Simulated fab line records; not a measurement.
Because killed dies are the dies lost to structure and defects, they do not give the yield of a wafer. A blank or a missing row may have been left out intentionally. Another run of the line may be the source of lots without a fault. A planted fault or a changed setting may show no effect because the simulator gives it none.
Matching of chambers -- flow n5 finfet -- 4 sister chambers for N5_SDB_ALD_29 on ald sin-02
The step deposits SiNx, target thk 30 nm, pulse time 1 s, ald cycles 600. 14 wafers are shown with their chamber, then 7 later ones without.

EACH WAFER AND ITS CHAMBER
wafer,chamber,heater power w (W),precursor pulse height rel
L075.1,0,954,0.998
L075.2,3,900,1.013
L075.5,1,771,1.009
L077.2,1,801,0.968
L077.3,2,858,0.981
L077.4,3,881,0.975
L080.3,3,852,0.974
L080.4,1,754,1.002
L080.6,3,824,0.999
L083.2,1,764,0.995
L083.5,2,897,1.012
L083.6,1,754,0.950
L088.2,3,845,0.971
L088.5,3,845,0.975

SIGNATURES (averages over the wafers above)
reading,chamber 0,chamber 1,chamber 2,chamber 3,scatter within a chamber
heater power w,954.00,768.80,877.50,857.83,24.7
precursor pulse height rel,0.99800,0.98480,0.99650,0.98450,0.0211
Rule: a wafer lies at a distance from a chamber equal to the root of the sum of squares, over the readings, of (its reading less the chamber's mean, divided by the reading's scatter). The wafer belongs to the nearest chamber; if the next one is less than 2 further off, it can't be placed. How the scatter is found: for the shown wafers, subtract from each reading the mean of its chamber, square and add these, divide the total by (wafers less chambers), then take the root.

WAFERS WITHOUT THEIR CHAMBER
wafer,heater power w (W),precursor pulse height rel
L088.6,855,1.013
L090.1,848,0.988
L090.3,776,1.000
L090.5,777,0.978
L095.1,877,0.977
L095.2,828,0.963
L095.5,834,1.001

THE CHAMBER EACH PASSED THROUGH
wafer,from the rows above,in truth
L088.6,can't be placed: 2 or 3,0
L090.1,can't be placed: 3 or 2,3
L090.3,1,1
L090.5,1,1
L095.1,can't be placed: 3 or 2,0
L095.2,can't be placed: 3 or 2 or 1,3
L095.5,can't be placed: 3 or 2 or 1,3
Correct placement for 2 of the 7. Unplaceable from these rows: 5, with the true chamber sitting among the candidates in 3. Placed wrongly: 0.
